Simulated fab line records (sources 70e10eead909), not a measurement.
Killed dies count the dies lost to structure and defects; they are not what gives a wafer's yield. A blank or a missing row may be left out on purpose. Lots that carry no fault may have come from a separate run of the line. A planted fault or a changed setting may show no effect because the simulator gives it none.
One fault through the eyes of 2 desks || flow nand_harc || numbers are kept per desk, each desk with only its own; the story behind them comes last

DESK OF THE TOOL OWNER: ald_hk-03
The tool's own readings at NHARC_A_CHANNEL_FILL_D2_ALD_14 (deposits SiO2, target thk 2.5 nm, pulse time 10 s, ald cycles 25): means of the sampled wafers that have a number, for each lot that ran on this tool. If a lot's mean is further than 4 standard deviations from the usual mean, the lot is out of limits and carries the mark OUT (the distance appears in the brackets).
Columns: A = heater_power_w at NHARC_A_CHANNEL_FILL_D2_ALD_14, usual 487 W; B = precursor_pulse_height_rel at NHARC_A_CHANNEL_FILL_D2_ALD_14, usual 1.001; C = susceptor_temp_C at NHARC_A_CHANNEL_FILL_D2_ALD_14, usual 300.00 C
{"lot": "L611", "first seen here": "day 17 00:18", "A": 439, "B": 0.998, "C": 299.80}
{"lot": "L621", "first seen here": "day 21 02:42", "A": 477, "B": 0.984, "C": "297.72 (-12) OUT"}
{"lot": "L623", "first seen here": "day 21 17:26", "A": 420, "B": 1.004, "C": "297.57 (-13) OUT"}
Finding of this desk: L621, L623 out of limits; the first was L621 at day 21 02:42, on susceptor_temp_C at NHARC_A_CHANNEL_FILL_D2_ALD_14. In limits: L611.

THE DEFECT DESK
Inspection counts along the route, by lot: the mean over sampled wafers that carry a number. If a lot's mean is further than 4 standard deviations from the usual mean, the lot is out of limits and carries the mark OUT (the distance appears in the brackets).
Columns: A = raw_defect_count at NHARC_A_CHANNEL_HOLE_D2_INSPECT_40, usual 295
{"lot": "L603", "first seen here": "day 13 16:38", "A": 230}
{"lot": "L604", "first seen here": "day 13 20:50", "A": 392}
{"lot": "L606", "first seen here": "day 15 01:43", "A": 218}
{"lot": "L607", "first seen here": "day 15 01:44", "A": 347}
{"lot": "L609", "first seen here": "day 16 09:05", "A": 293}
{"lot": "L610", "first seen here": "day 16 11:43", "A": 450}
{"lot": "L611", "first seen here": "day 16 17:04", "A": 326}
{"lot": "L614", "first seen here": "day 18 10:12", "A": 252}
{"lot": "L621", "first seen here": "day 20 19:01", "A": 185}
{"lot": "L623", "first seen here": "day 21 10:40", "A": 281}
{"lot": "L625", "first seen here": "day 23 00:14", "A": 228}
{"lot": "L626", "first seen here": "day 23 12:59", "A": 234}
Finding of this desk: none of the 12 lots has anything out of limits.

TAKEN TOGETHER
The tool owner's desk could have raised an alarm at day 21 02:42, on L621, L623.
No out-of-limits result turned up at the defect desk.
The defect desk has L621, L623 on record, within its limits.
NHARC_A_CHANNEL_FILL_D2_ALD_14 was run on ald_hk-03 by each of the lots named.

WHAT THE SIMULATOR HAD PUT IN
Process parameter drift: ald_hk-03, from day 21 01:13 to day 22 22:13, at NHARC_A_CHANNEL_FILL_D2_ALD_14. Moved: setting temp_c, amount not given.
Lots struck among those shown: L621, L623.
Delay in hours, fault start to first out-of-limits reading, by desk: the tool owner's desk at 1.
